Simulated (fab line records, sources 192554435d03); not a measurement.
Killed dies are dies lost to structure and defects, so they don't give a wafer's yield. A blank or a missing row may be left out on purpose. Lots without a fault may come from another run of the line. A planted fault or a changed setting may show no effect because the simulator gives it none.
Chamber matching | flow n5_finfet | N5_MOL_CONTACT_COAG_CONTACT_ETCH_14 on rie_diel-01: 4 sister chambers
The step etches SiO2 in C4F6/O2, target depth 27.5 nm, overetch 8.5 nm, time 20 s. 4 wafers are shown with their chamber, then 7 later ones without.

WAFERS WITH THEIR CHAMBER
wafer  | chamber | throttle_valve_pct (%)
L086.2 | 3       | 20.90
L086.3 | 2       | 21.00
L092.1 | 1       | 21.45
L092.2 | 0       | 21.72

WAFERS WITHOUT THEIR CHAMBER
wafer  | throttle_valve_pct (%)
L092.4 | 20.91
L094.1 | 20.91
L094.5 | 21.73
L094.6 | 21.46
L096.1 | 21.75
L096.4 | 21.04
L096.5 | 20.92

WHICH CHAMBER EACH WENT THROUGH
wafer  | from the rows above | in truth
L092.4 | 3                   | 3
L094.1 | 3                   | 3
L094.5 | 0                   | 0
L094.6 | 1                   | 1
L096.1 | 0                   | 0
L096.4 | 2                   | 2
L096.5 | 3                   | 3
Placed correctly: 7 of 7. Can't be placed from these rows: 0. Placed wrongly: 0.
How it was worked out, from the rows above alone: a wafer's distance from a chamber is the root of the sum, over the readings, of the square of ((its reading less the chamber's mean) divided by the reading's scatter). The wafer belongs to the nearest chamber; if the next one is less than 2 further off, it can't be placed. A chamber's mean is the mean of its shown wafers. The scatter: with one shown wafer a chamber, the root of the mean of the squares of how far each hidden wafer lies from its nearest shown one.
